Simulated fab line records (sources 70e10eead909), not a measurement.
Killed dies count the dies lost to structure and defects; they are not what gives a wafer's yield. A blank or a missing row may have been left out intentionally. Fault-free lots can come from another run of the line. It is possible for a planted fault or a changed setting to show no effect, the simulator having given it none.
Problem report, 8D (eight disciplines) form, completed by code    flow nand_harc    the parts of the form that need people (team, actions taken, sign-off) are left out

== 1. PROBLEM STATEMENT ==
Wafers without a fault read 1000 nm, standard deviation 10; thk_nm at NHARC_A_ONON_D1_THK_MEAS_21 reads a mean of 656 nm on 4 wafers belonging to 3 lots. Measured from the usual mean, that is -34 standard deviations.
The step: measures by ellipsometry.
First seen on wafer L829.3, day 11 11:24, on film_metro-01. Wafers with a number at this step in the record: 42, from 14 lots. Rule for "out" (also "out of limits"): further than 4 standard deviations from the usual mean. Any other wafer with a number is counted as sound.

== 2. WHAT THIS IS AND IS NOT ==
question                     is                              is not
which readings at this step  thk_nm                          -
which lots                   L829, L830, L833                L818, L819, L821, L822, L823, L825, L826, L827, L828, L832, L837
which wafers of those lots   L829.3, L829.4, L830.4, L833.3  L829.1, L830.5, L830.6, L833.1, L833.2
read on which gauges         film_metro-01, film_metro-02    -
when                         from day 11 11:24               up to then (25 sound wafers); but 13 sound wafers of L828, L830, L832, L833, L837 came after

== 3. SUSPECTS, AND WHAT RULES EACH OUT ==
Counting: any tool at a process step up to the reading remains a suspect provided it ran every lot that is out. Sound lots after the first of them don't rule it out here, since some wafers of a struck lot are sound.
- ruled out: the gauge at NHARC_A_ONON_D1_THK_MEAS_21. Those wafers that are out were read across 2 gauges (film_metro-01, film_metro-02).
- pecvd_onon-02 at NHARC_A_ONON_D1_DEP_19 (target thk 1000 nm): kept. It processed each lot that is out (first: L829, day 11 10:54); up to then, its last sound lot is L826 (day 11 00:05).
Left after counting: pecvd_onon-02 at NHARC_A_ONON_D1_DEP_19.

== 4. THE CAUSE (what the simulator had put in) ==
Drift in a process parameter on pecvd_onon-02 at NHARC_A_ONON_D1_DEP_19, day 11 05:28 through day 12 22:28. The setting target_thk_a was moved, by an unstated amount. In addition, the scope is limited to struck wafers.
After counting, this tool was the only one left.

== 5. THE EFFECT CHAIN, in route order ==
Each row: a reading whose mean over the struck wafers that have a number lies more than 3 standard deviations from the usual. Scope: only readings with a usual standard deviation given in the record; hours: median across lots of the time from each lot's start at the first step in this table that gives one to its start at this step; sigmas: change in usual standard deviations.
hours  step                         reading          usual    on struck wafers  change  sigmas
0      NHARC_A_ONON_D1_THK_MEAS_21  thk_nm           1000 nm  656               -344    -34
271    NHARC_END_SORT_01            killed_at_array  28       674               +646    +59
271    NHARC_END_SORT_01            killed_dies      32       677               +645    +59

== 6. HOW IT WOULD HAVE BEEN CAUGHT EARLIER ==
The first out-of-limits reading at a measuring or inspecting step in this record came at day 11 11:24, 6 hours after the fault's start at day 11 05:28.
Of the tool readings at NHARC_A_ONON_D1_DEP_19 for which the record gives a usual standard deviation, none was out on any struck wafer, so an alarm limit of 4 standard deviations on them would not have fired.
Of the lots that are out (3), L830, L833 began NHARC_A_ONON_D1_DEP_19 on pecvd_onon-02 after day 11 11:24. A hold on the tool at that time would have spared those 2.
